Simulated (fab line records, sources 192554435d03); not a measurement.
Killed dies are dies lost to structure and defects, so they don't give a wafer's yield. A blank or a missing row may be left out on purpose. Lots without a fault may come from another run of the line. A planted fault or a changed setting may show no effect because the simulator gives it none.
Chamber matching | flow n5_finfet | N5_HKMG_FIN_STRIP_57 on rie_diel-02: 4 sister chambers
The step strips in CF4. 4 wafers are shown with their chamber, then 11 later ones without.

WAFERS WITH THEIR CHAMBER
wafer  | chamber | showerhead_plenum_p_Torr (Torr)
L088.1 | 0       | 1.80
L088.4 | 3       | 1.78
L088.5 | 1       | 1.87
L089.1 | 2       | 1.78

WAFERS WITHOUT THEIR CHAMBER
wafer  | showerhead_plenum_p_Torr (Torr)
L089.2 | 1.78
L089.6 | 1.78
L090.3 | 1.80
L090.4 | 1.78
L090.5 | 1.86
L091.2 | 1.86
L091.3 | 1.80
L091.6 | 1.78
L096.2 | 1.86
L096.5 | 1.78
L096.6 | 1.86

WHICH CHAMBER EACH WENT THROUGH
wafer  | from the rows above     | in truth
L089.2 | can't be placed: 2 or 3 | 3
L089.6 | can't be placed: 2 or 3 | 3
L090.3 | 0                       | 0
L090.4 | can't be placed: 2 or 3 | 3
L090.5 | 1                       | 1
L091.2 | 1                       | 1
L091.3 | 0                       | 0
L091.6 | can't be placed: 2 or 3 | 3
L096.2 | 1                       | 1
L096.5 | can't be placed: 2 or 3 | 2
L096.6 | 1                       | 1
Placed correctly: 6 of 11. Can't be placed from these rows: 5 (the true chamber is among the candidates in 5). Placed wrongly: 0.
How it was worked out, from the rows above alone: a wafer's distance from a chamber is the root of the sum, over the readings, of the square of ((its reading less the chamber's mean) divided by the reading's scatter). The wafer belongs to the nearest chamber; if the next one is less than 2 further off, it can't be placed. A chamber's mean is the mean of its shown wafers. The scatter: with one shown wafer a chamber, the root of the mean of the squares of how far each hidden wafer lies from its nearest shown one.
